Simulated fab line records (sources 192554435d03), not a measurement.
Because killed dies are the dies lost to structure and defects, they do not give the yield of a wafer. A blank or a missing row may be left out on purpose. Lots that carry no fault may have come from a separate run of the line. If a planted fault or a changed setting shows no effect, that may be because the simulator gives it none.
fab line records	flow n5_finfet
[record] lots = 8	wafers = 24	last_day = 18
route steps=1938 shown PMOS_HMC_CHANNEL_EPI@70 FIN_SAQP@97 BEOL_M4@1111
lots that met no fault: taken from a fault-free run of the same line
start_h: hours from the record's first day to the start of the lot's first wafer shown	wait_h: time in hours since the lot's previous step	" repeats the value in the row above	L1.1+2: a row that stands for several wafers	- value missing, or start not given	* or withheld: withheld	< > ~ a bound
route shown NAME@n: NAME is a module with steps in the file, n the number in the route of the first one	usual: the fault-free wafers' mean and standard deviation	same: alike in all rows	chamber/n: place in a boat	sites: readings site by site	_std_site: standard deviation of those values	_edge_site: mean of outer sites minus mean of inner sites	radius_mm: how far each site lies from the wafer's centre	mask NAME#n: copy n	behind: the tool/chamber that last shaped the wafer	hold: why the lot was held/for how many hours/how that ended	device: which transistor (n, p or np) failed to switch	end of line: tests of these same wafers at the route's end	where a step has no rows: the recipe by itself	killed: dies lost to structure and defects at the first sort, not the wafer's yield	map: the dies of a wafer, with x for killed, . for not killed, _ for no die there
set.NAME: the setting as run; set.NAME@STEP: as run at that earlier step	model.NAME: the simulator's own value behind a step, which no gauge read
the route's steps for a sample of lots (tables are steps, rows are wafers)
services: a tool's chamber out of use, with start hour (start_h, from the record's first day; less than 0 if before it), hours out, and reason
[[steps]]
[step N5_PMOS_HMC_CHANNEL_EPI_HM_OPEN_15]
[recipe] chemistry = CHF3/O2	target = SiO2	mask_material = CAR-ArF-block	target_depth_a = 406	CHF3_flow_sccm = 50	O2_flow_sccm = 5	Ar_flow_sccm = 200	time_s = 20.3	pressure_mtorr = 30	source_w = 650	bias_w = 170	ion_energy_ev = 200
[usual] chamber_pressure_mTorr = 30.000/0.025	drypump_motor_current_A = 5.79/0.27	oes_f_703_au = 0.80/0.1	oes_product_au = 0.80/0.095	rf_vpp_V = 525/7.8	showerhead_plenum_p_Torr = 2.44/0.074	throttle_valve_pct = 18.84/0.26
lot.wafer	tool	chamber	start_h	wait_h	chamber_pressure_mTorr	drypump_motor_current_A	oes_f_703_au	oes_product_au	rf_hours_counter_h	rf_vpp_V	showerhead_plenum_p_Torr	throttle_valve_pct
L464.3	rie_diel-06	0	71.89	0.0	29.965	6.10	0.73	0.74	181	514	2.41	19.07
L464.4	"	1	"	"	29.996	5.41	0.81	0.79	119	525	2.50	18.84
L464.6	"	0	"	"	29.986	6.07	0.73	0.74	-	515	2.41	19.07
L467.1	rie_diel-06	2	89.87	0.0	29.975	5.81	0.76	0.77	140	535	2.41	18.96
L467.2	"	3	"	"	29.983	5.86	0.93	0.91	25	516	2.36	18.44
L467.3	"	1	"	"	30.057	5.39	0.80	0.78	127	524	2.50	18.82
L468.1	rie_diel-06	3	95.99	0.0	30.035	5.85	0.92	0.90	27	518	2.36	18.45
L468.4	"	1	"	"	29.964	5.41	0.80	0.78	-	525	2.50	18.84
L468.5	"	2	"	"	30.023	5.81	0.77	0.78	-	535	2.40	18.97
L469.1	rie_diel-05	0	102.51	0.0	29.939	5.64	0.65	0.68	233	538	2.48	18.74
L469.3	"	2	"	"	29.997	6.09	0.71	0.72	173	511	2.31	19.16
L469.6	"	1	"	"	30.023	5.90	0.71	0.72	-	527	2.51	19.23
L471.2	rie_diel-05	3	114.30	0.0	29.999	5.63	0.97	0.98	2	526	2.46	18.78
L471.4	"	1	"	"	29.982	5.89	0.71	0.72	186	528	2.50	19.22
L471.6	"	2	"	"	30.001	6.03	0.71	0.72	-	511	2.31	19.18
L473.1	rie_diel-03	2	127.64	0.0	30.023	5.71	0.90	0.91	31	528	2.57	18.58
L473.2	"	1	"	"	30.029	6.33	0.72	0.74	147	524	2.50	18.51
L473.5	"	1	"	"	29.985	6.32	0.72	0.73	-	525	2.50	18.51
L474.2	rie_diel-03	2	131.42	0.0	30.042	5.71	0.90	0.91	32	529	2.57	18.58
L474.4	"	3	"	"	29.986	5.46	0.80	0.80	104	528	2.34	18.94
L474.5	"	1	"	"	30.018	6.34	0.72	0.72	-	524	2.50	18.51
L476.2	rie_diel-03	1	144.02	0.0	30.008	6.35	0.72	0.73	152	524	2.50	18.53
L476.3	"	2	"	"	30.003	5.71	0.89	0.90	36	527	2.57	18.60
L476.5	"	0	"	"	30.033	5.61	0.93	0.93	-	531	2.46	18.66
[step N5_FIN_SAQP_THK_MEAS_05]
[usual] thk_nm = 37.9/0.54
lot.wafer	tool	chamber	start_h	wait_h	thk_nm
L464.3	film_metro-02	-	75.56	0.1	37.5
L464.4	"	-	"	"	37.7
L464.6	"	-	"	"	37.6
L467.1	film_metro-02	-	93.93	0.1	37.0
L467.2	"	-	"	"	37.0
L467.3	"	-	"	"	37.3
L468.1	film_metro-02	-	99.47	0.1	37.6
L468.4	"	-	"	"	38.1
L468.5	"	-	"	"	38.3
L469.1	film_metro-01	-	106.73	0.1	38.1
L469.3	"	-	"	"	37.9
L469.6	"	-	"	"	38.3
L471.2	film_metro-02	-	117.61	0.1	37.3
L471.4	"	-	"	"	38.0
L471.6	"	-	"	"	38.5
L473.1	film_metro-02	-	130.96	0.1	38.1
L473.2	"	-	"	"	37.9
L473.5	"	-	"	"	38.8
L474.2	film_metro-01	-	135.11	0.1	38.4
L474.4	"	-	"	"	38.9
L474.5	"	-	"	"	38.7
L476.2	film_metro-01	-	147.88	0.1	37.1
L476.3	"	-	"	"	37.6
L476.5	"	-	"	"	38.4
[step N5_FIN_SAQP_PECVD_06]
[recipe] material = a-Si	target_thk_a = 600	temp_c = 400	precursor = SiH4/He	pressure_torr = 3	rf_w = 100	time_s = 48.1
[usual] chamber_pressure_Torr = 3.000/0.0066	heater_power_w = 819/100	showerhead_plenum_p_Torr = 5.68/0.051	susceptor_temp_C = 400.04/0.21	throttle_valve_pct = 17.7/1.1
lot.wafer	tool	chamber	start_h	wait_h	chamber_pressure_Torr	heater_power_w	showerhead_plenum_p_Torr	susceptor_temp_C	throttle_valve_pct
L464.3	pecvd-01	2	75.67	0.0	2.984	801	5.66	400.18	16.5
L464.4	"	1	"	"	2.993	986	5.66	399.87	19.2
L464.6	"	2	"	"	3.003	790	5.65	400.11	16.5
L467.1	pecvd-01	0	94.05	0.0	2.994	823	5.72	399.75	17.7
L467.2	"	1	"	"	2.998	1004	5.67	399.84	19.1
L467.3	"	2	"	"	3.001	811	5.67	400.20	16.7
L468.1	pecvd-01	1	99.59	0.0	3.011	958	5.66	-	19.2
L468.4	"	0	"	"	3.001	807	5.71	-	17.9
L468.5	"	1	"	"	3.002	941	5.66	-	18.9
L469.1	pecvd-01	1	106.85	0.0	3.005	988	5.66	-	19.1
L469.3	"	0	"	"	2.996	825	5.72	-	17.8
L469.6	"	1	"	"	3.010	988	5.68	-	19.0
L471.2	pecvd-04	0	117.73	0.0	3.004	835	5.75	400.21	17.3
L471.4	"	0	"	"	3.007	816	5.76	400.05	17.4
L471.6	"	2	"	"	3.001	886	5.71	400.06	16.8
L473.1	pecvd-02	1	131.08	0.0	2.989	610	5.60	400.43	18.0
L473.2	"	0	"	"	2.993	724	5.66	400.02	19.0
L473.5	"	0	"	"	2.995	725	5.64	400.44	19.1
L474.2	pecvd-02	2	135.23	0.0	2.995	805	5.73	400.17	16.1
L474.4	"	2	"	"	2.987	801	5.73	400.10	15.9
L474.5	"	0	"	"	3.007	787	5.65	399.84	19.2
L476.2	pecvd-02	0	148.00	0.0	3.009	765	5.65	400.15	19.1
L476.3	"	2	"	"	3.002	849	5.73	399.89	16.2
L476.5	"	1	"	"	2.999	679	5.58	400.15	18.3
[step N5_FIN_SAQP_THK_MEAS_07]
[usual] thk_nm = 60.0/0.78
lot.wafer	tool	chamber	start_h	wait_h	thk_nm
L464.3	film_metro-01	-	75.76	0.1	59.2
L464.4	"	-	"	"	59.6
L464.6	"	-	"	"	59.7
L467.1	film_metro-02	-	94.14	0.1	59.6
L467.2	"	-	"	"	59.6
L467.3	"	-	"	"	58.9
L468.1	film_metro-01	-	99.68	0.1	34.9
L468.4	"	-	"	"	35.9
L468.5	"	-	"	"	35.8
L469.1	film_metro-02	-	106.94	0.1	34.5
L469.3	"	-	"	"	34.7
L469.6	"	-	"	"	35.1
L471.2	film_metro-02	-	117.82	0.1	59.6
L471.4	"	-	"	"	61.1
L471.6	"	-	"	"	61.8
L473.1	film_metro-01	-	131.17	0.1	60.8
L473.2	"	-	"	"	59.3
L473.5	"	-	"	"	60.4
L474.2	film_metro-02	-	135.32	0.1	58.6
L474.4	"	-	"	"	60.1
L474.5	"	-	"	"	59.3
L476.2	film_metro-01	-	148.09	0.1	59.1
L476.3	"	-	"	"	59.5
L476.5	"	-	"	"	61.7
[step N5_FIN_SAQP_DESCUM_21]
[recipe] chemistry = O2	time_s = 7.9	source_power_w = 50	bias_power_w = 20	pressure_mtorr = 20	rf_frequency_hz = 2.712e+07	temp_c = 40	resist = CAR-ArF	o2_flow_sccm = 225
[usual] chamber_pressure_mTorr = 20.004/0.017	drypump_motor_current_A = 5.6/0.47	oes_product_au = 0.84/0.077	rf_vpp_V = 242.8/1.1	showerhead_plenum_p_Torr = 2.07/0.061	throttle_valve_pct = 20.33/0.17
lot.wafer	tool	chamber	start_h	wait_h	chamber_pressure_mTorr	drypump_motor_current_A	oes_product_au	rf_hours_counter_h	rf_vpp_V	showerhead_plenum_p_Torr	throttle_valve_pct
L464.3	rie_diel-04	2	76.40	0.2	20.044	4.8	0.93	17	243.0	2.13	20.10
L464.4	"	0	"	"	19.992	6.1	0.94	9	242.2	2.03	20.15
L464.6	"	3	"	"	20.002	5.5	0.89	-	242.9	2.14	20.35
L467.1	rie_diel-02	3	94.76	0.1	19.996	5.9	0.80	99	245.2	2.21	20.11
L467.2	"	0	"	"	19.988	5.2	0.73	164	241.7	2.07	20.34
L467.3	"	2	"	"	20.017	5.7	0.96	11	243.0	2.03	20.33
L468.1	rie_diel-02	1	100.34	0.1	20.000	6.2	0.79	109	242.9	2.00	20.37
L468.4	"	2	"	"	19.992	5.7	0.95	14	242.7	2.03	20.35
L468.5	"	0	"	"	20.002	5.2	0.72	-	242.4	2.07	20.35
L469.1	rie_diel-01	3	107.52	0.0	20.016	6.2	0.81	85	241.8	2.03	20.36
L469.3	"	2	"	"	20.010	5.6	0.81	93	244.6	2.12	20.39
L469.6	"	0	"	"	19.991	6.3	0.89	-	242.6	2.04	20.29
L471.2	rie_diel-01	2	118.71	0.4	20.004	5.6	0.80	100	242.9	2.12	20.40
L471.4	"	2	"	"	20.017	5.6	0.80	-	242.7	2.12	20.38
L471.6	"	3	"	"	20.027	6.2	0.80	-	243.6	2.03	20.37
L473.1	rie_diel-04	3	132.04	0.0	20.007	5.5	0.87	36	243.7	2.13	20.36
L473.2	"	2	"	"	20.014	4.7	0.90	25	243.0	2.13	20.12
L473.5	"	1	"	"	20.019	5.4	0.78	-	240.7	2.01	20.45
L474.2	rie_diel-02	1	135.99	0.2	20.026	6.1	0.78	126	242.7	2.00	20.36
L474.4	"	1	"	"	20.010	6.1	0.78	-	242.1	2.00	20.38
L474.5	"	3	"	"	20.001	5.9	0.78	-	244.8	2.20	20.12
L476.2	rie_diel-01	3	148.84	0.2	19.988	6.2	0.79	103	240.6	2.03	20.38
L476.3	"	1	"	"	19.991	5.0	0.68	245	241.0	1.99	20.79
L476.5	"	2	"	"	20.020	5.6	0.79	-	242.3	2.11	20.41
[step N5_FIN_SAQP_MANDREL_ETCH_22]
[recipe] target_depth_a = 600	chemistry = HBr/Cl2	target = a-Si	stop_on = SiNx	bt_time_s = 10	over_etch_frac = 0.5	time_s = 30	pressure_mtorr = 10	icp_w = 800	bias_w = 75	HBr_flow_sccm = 150	Cl2_flow_sccm = 80	ends = end_point
[usual] chamber_pressure_mTorr = 10.000/0.0085	drypump_motor_current_A = 5.8/0.43	oes_product_au = 0.772/0.015	throttle_valve_pct = 35.1/0.34
lot.wafer	tool	chamber	start_h	wait_h	chamber_pressure_mTorr	drypump_motor_current_A	oes_product_au	rf_hours_counter_h	throttle_valve_pct
L464.3	rie_si-06	2	76.69	0.0	9.989	5.0	0.762	31	35.9
L464.4	"	3	"	"	10.008	6.1	0.766	30	35.0
L464.6	"	0	"	"	10.012	6.7	0.751	-	35.4
L467.1	rie_si-05	2	95.05	0.0	9.987	5.3	0.784	46	34.7
L467.2	"	0	"	"	10.000	6.1	0.755	176	35.3
L467.3	"	3	"	"	9.989	6.0	0.764	168	35.3
L468.1	rie_si-06	2	100.62	0.0	10.001	5.0	0.583	31	36.2
L468.4	"	0	"	"	9.992	6.7	0.569	12	35.7
L468.5	"	2	"	"	10.010	5.1	0.579	-	36.2
L469.1	rie_si-05	0	107.80	0.0	9.987	6.1	0.567	176	35.7
L469.3	"	3	"	"	10.023	6.0	0.579	168	35.7
L469.6	"	1	"	"	9.998	6.1	0.598	-	35.1
L471.2	rie_si-04	3	118.99	0.0	9.990	5.5	0.755	87	34.6
L471.4	"	0	"	"	9.992	5.6	0.756	28	35.4
L471.6	"	0	"	"	9.997	5.7	0.760	-	35.4
L473.1	rie_si-05	3	132.33	0.0	9.996	6.0	0.782	169	35.3
L473.2	"	2	"	"	10.002	5.3	0.779	46	34.7
L473.5	"	2	"	"	10.004	5.3	0.780	-	34.7
L474.2	rie_si-05	1	136.27	0.0	9.993	6.1	0.783	109	34.7
L474.4	"	0	"	"	9.988	6.1	0.754	177	35.3
L474.5	"	1	"	"	10.004	6.1	0.793	-	34.7
L476.2	rie_si-05	1	149.12	0.0	10.011	6.1	0.795	109	34.7
L476.3	"	0	"	"	10.000	6.1	0.757	177	35.3
L476.5	"	2	"	"	9.993	5.3	0.795	-	34.7
[step N5_BEOL_M4_RC_MEAS_101]
[usual] DIBL_N = 36.0/2	DIBL_P = 36.2/2.2	IOFF_N = 0.16/0.034	IOFF_P = 0.21/0.04	ION_N = 675/12	ION_P = 463/7.2	SS_N = 71.6/0.6	SS_P = 73.3/0.67	VT_N = 250/3	VT_P = -251/3.4
lot.wafer	tool	chamber	start_h	wait_h	DIBL_N[mV/V]	DIBL_P[mV/V]	IOFF_N[nA/um]	IOFF_P[nA/um]	ION_N[uA/um]	ION_P[uA/um]	SS_N[mV/dec]	SS_P[mV/dec]	VT_N[mV]	VT_P[mV]
L464.3	prober-01	0	227.74	0.3	34.5	35.0	0.14	0.21	673	467	70.8	72.9	249	-248
L464.4	"	0	"	"	34.3	34.6	0.13	0.20	668	465	70.4	72.5	252	-251
L464.6	"	0	"	"	34.4	34.0	0.13	0.18	670	460	71.1	72.6	252	-251
L467.1	prober-01	0	245.20	0.0	37.9	39.9	0.20	0.28	682	468	72.1	74.6	244	-246
L467.2	"	0	"	"	37.9	39.9	0.20	0.29	694	481	72.4	73.7	245	-246
L467.3	"	0	"	"	35.4	36.6	0.16	0.24	678	470	71.5	73.3	248	-248
L468.1	prober-01	0	249.80	0.0	37.6	38.4	0.19	0.25	678	467	71.1	73.8	250	-248
L468.4	"	0	"	"	35.4	36.5	0.17	0.22	679	470	71.9	73.1	249	-248
L468.5	"	0	"	"	39.6	41.7	0.26	0.33	688	481	72.7	74.7	242	-241
L469.1	prober-02	0	268.85	0.0	34.6	34.6	0.13	0.19	669	464	71.6	72.6	253	-252
L469.3	"	0	"	"	37.4	38.7	0.17	0.25	674	462	72.4	74.2	249	-248
L469.6	"	0	"	"	34.8	35.9	0.13	0.21	665	458	72.0	73.4	253	-250
L471.2	prober-01	0	269.60	0.2	37.9	38.1	0.19	0.26	691	474	72.3	73.6	248	-245
L471.4	"	0	"	"	37.9	37.8	0.19	0.26	697	472	72.0	73.1	245	-245
L471.6	"	0	"	"	36.9	36.9	0.17	0.23	681	464	71.6	73.2	248	-249
L474.2	prober-02	0	275.28	0.2	35.3	36.7	0.16	0.24	681	470	71.8	73.5	248	-247
L474.4	"	0	"	"	39.6	39.8	0.24	0.31	696	475	73.1	74.0	248	-246
L474.5	"	0	"	"	34.0	33.5	0.14	0.20	660	460	71.3	72.9	251	-250
L473.1	prober-01	0	312.55	0.7	33.4	32.6	0.12	0.18	668	465	70.8	72.4	254	-252
L473.2	"	0	"	"	39.1	40.0	0.22	0.32	695	480	72.0	74.7	245	-243
L473.5	"	0	"	"	38.7	39.9	0.21	0.30	685	468	72.5	74.8	247	-247
L476.2	prober-02	0	314.82	0.2	36.8	36.9	0.16	0.20	672	463	71.1	73.5	249	-253
L476.3	"	0	"	"	38.6	37.4	0.20	0.21	692	465	71.9	73.9	247	-251
L476.5	"	0	"	"	34.2	32.8	0.13	0.16	664	452	71.2	71.9	252	-254
[[services]]
tool	chamber	start_h	hours	kind
rie_diel-03	0	48.10	-	clean
rie_diel-03	0	48.10	-	consumable_replace:focus_ring
rie_diel-03	0	48.10	18.4	scheduled_down
rie_diel-03	0	48.10	18.4	vent_cycle
pecvd-01	-	51.57	2.8	pm
rie_diel-04	3	58.26	5.1	repair
rie_diel-01	0	61.42	4.9	repair
rie_diel-02	-	63.20	0.4	repair
rie_si-06	-	70.69	2.8	pm
rie_diel-05	2	72.79	5.3	repair
pecvd-04	-	80.50	2.7	repair
rie_diel-06	0	85.75	15.1	repair
rie_diel-04	2	85.92	7.1	repair
rie_si-04	3	86.45	2.3	repair
rie_diel-01	0	90.34	2.5	repair
rie_diel-06	2	92.67	2.6	repair
rie_diel-04	-	93.97	28.1	pm
pecvd-01	-	110.41	6.0	pm
rie_diel-03	2	120.54	4.1	repair
rie_diel-01	3	123.27	6.5	repair
pecvd-01	0	124.34	8.1	repair
rie_diel-02	0	128.23	12.0	repair
rie_diel-04	-	131.45	0.3	repair
pecvd-02	-	144.48	2.8	pm
[[key]]
[first_sign] step = N5_FIN_SAQP_THK_MEAS_07	reading = thk_nm	direction = down	sigmas = 32	usual = *	struck = *
[effect] step = N5_FIN_SAQP_MANDREL_ETCH_22	reading = oes_product_au	direction = down	sigmas = 13	usual = 0.772	struck = 0.579
met_at N5_FIN_SAQP_PECVD_06
struck_lots L468,L469
not_acting_at N5_PMOS_HMC_CHANNEL_EPI_HM_OPEN_15,N5_FIN_SAQP_THK_MEAS_05,N5_FIN_SAQP_DESCUM_21
onset_between 94.05 99.59
[fault] kind = process_parameter_drift	tool = pecvd-01	chamber = -	onset_h = 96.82	steps = N5_FIN_SAQP_PECVD_06	channel = time_s	offset = *	shape = step	end_h = 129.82	acts_in = *	stated = *
